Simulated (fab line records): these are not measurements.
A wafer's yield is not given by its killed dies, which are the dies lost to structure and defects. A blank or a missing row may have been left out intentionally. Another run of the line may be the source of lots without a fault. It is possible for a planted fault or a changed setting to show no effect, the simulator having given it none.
Chamber matching ; flow n5 finfet ; N5_MOL_CONTACT_COAG_CO_FILL_22 on cvd co-02 has 3 sister chambers
The step material Co, precursor CCTBA/H2, target thk 20 nm. 6 wafers are shown with their chamber, then 12 later ones without.

WAFERS WITH THEIR CHAMBER
wafer;chamber;heater power w (W)
L086.4;1;257
L088.2;2;219
L088.5;1;257
L087.3;0;229
L087.4;0;232
L087.5;2;218

WAFERS WITH NO CHAMBER GIVEN
wafer;heater power w (W)
L089.1;221
L089.4;256
L089.6;239
L092.1;222
L092.4;237
L092.6;217
L094.1;259
L094.2;230
L094.5;235
L096.1;224
L096.2;237
L096.6;241

WHICH CHAMBER EACH ONE RAN IN
wafer;from the rows above;in truth
L089.1;2;2
L089.4;1;1
L089.6;0;0
L092.1;2;2
L092.4;0;0
L092.6;2;2
L094.1;1;1
L094.2;0;0
L094.5;0;0
L096.1;can't be placed: 2 or 0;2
L096.2;0;0
L096.6;0;0
Correct placement for 11 of the 12. These rows do not allow placing 1 (true chamber among the candidates in 1). Placed wrongly: 0.
How it was worked out, from the rows above alone: a wafer's distance from a chamber is the root of the sum, over the readings, of the square of ((its reading less the chamber's mean) divided by the reading's scatter). The wafer belongs to the nearest chamber; if the next one is less than 2 further off, it can't be placed. Each chamber's mean is taken over the wafers shown for it. The scatter: the root of (the sum of the squares of (reading less its chamber's mean) over the shown wafers, divided by (wafers less chambers)).
